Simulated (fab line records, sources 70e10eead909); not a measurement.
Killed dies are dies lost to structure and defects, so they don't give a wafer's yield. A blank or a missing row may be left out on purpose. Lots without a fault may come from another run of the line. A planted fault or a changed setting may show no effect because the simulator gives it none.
A struck lot beside a sound one | flow nand_harc | 14 steps out of a route of 1302
Sound: wafers L391.2, L391.5, L391.6. Struck: wafer L406.4. (L406.1, L406.3 of the same lot were not struck and are left out.) The cause comes at the end.
At each step with rows: each side's tool, then ch and its chambers, then its first start. Under that, the readings that differ: sound wafers | struck wafers | difference of the means | sigmas: that difference in standard deviations of wafers without a fault.
alike: readings whose means differ by less than 2 such deviations, and words and numbers that are the same on both sides. not compared: withheld readings, readings that some wafer has no value for, bounds like >300 that may hide the same value, and numbers for which the record gives no deviation and whose values overlap.
The two part at a step that has a row with sigmas, a row that says differs or no value, or rows on one side only. Numbers that don't overlap but have no deviation are shown without sigmas and don't part them. A reading that every wafer of one side lacks parts them only if that side has two wafers or more.

first, 4 steps without rows for these wafers: NHARC_A_DECK1_JOINT_CURE_26 (time 32 s); NHARC_A_DECK1_JOINT_ANNEAL_27 (time 3600 s); NHARC_A_DECK1_JOINT_ANNEAL_28 (time 1800 s); NHARC_A_DECK1_JOINT_ANNEAL_29 (time 1800 s).
NHARC_A_DECK1_JOINT_CMP_02: polishes SiOx.
  sound on cmp-02 ch 0,1,2, day 14 00:32; struck on cmp-01 ch 1, day 20 01:14
  alike: edge_zone_pressure_frac, motor_current_A
then, 1 step without rows for these wafers: NHARC_A_DECK1_JOINT_SRD_15.
NHARC_A_DECK1_JOINT_DEP_16: deposits SiO2, target thk 45 nm.
  sound on pecvd-02 ch 0,1, day 14 00:53; struck on pecvd-02 ch 0, day 20 01:39
  alike: heater_power_w, susceptor_temp_C, throttle_valve_pct
NHARC_A_DECK1_JOINT_THK_MEAS_17: measures by ellipsometry.
  sound on film_metro-01, day 14 01:10; struck on film_metro-02, day 20 01:55
  reading     | sound          | struck | difference | sigmas
  thk_nm (nm) | 44.5 45.7 44.4 | 41.7   | -3.2       | -3
NHARC_A_DECK1_JOINT_INSPECT_05:
  sound on defect_inspect-01, day 14 01:11; struck on defect_inspect-01, day 20 01:56
  alike: raw_defect_count
then, 1 step without rows for these wafers: NHARC_A_ONON_D2_DEP_00 (target thk 1000 nm).
NHARC_A_ONON_D2_THK_MEAS_02: measures by ellipsometry.
  sound on film_metro-01, day 14 01:46; struck on film_metro-02, day 20 02:31
  alike: thk_nm
NHARC_A_ONON_D2_DEP_03: target thk 1000 nm.
  sound on pecvd_onon-01 ch 0, day 14 01:53; struck on pecvd_onon-03 ch 0, day 20 02:34
  alike: susceptor_temp_C
NHARC_A_ONON_D2_THK_MEAS_05: measures by ellipsometry.
  sound on film_metro-02, day 14 02:20; struck on film_metro-02, day 20 03:05
  reading     | sound       | struck | difference | sigmas
  thk_nm (nm) | 992 993 996 | 647    | -347       | -42
then, 1 step without rows for these wafers: NHARC_A_ONON_D2_DEP_06 (target thk 1000 nm).

WHERE THEY PART
First at NHARC_A_DECK1_JOINT_THK_MEAS_17; last, within this record, at NHARC_A_ONON_D2_THK_MEAS_05.

WHY: what the simulator had put in
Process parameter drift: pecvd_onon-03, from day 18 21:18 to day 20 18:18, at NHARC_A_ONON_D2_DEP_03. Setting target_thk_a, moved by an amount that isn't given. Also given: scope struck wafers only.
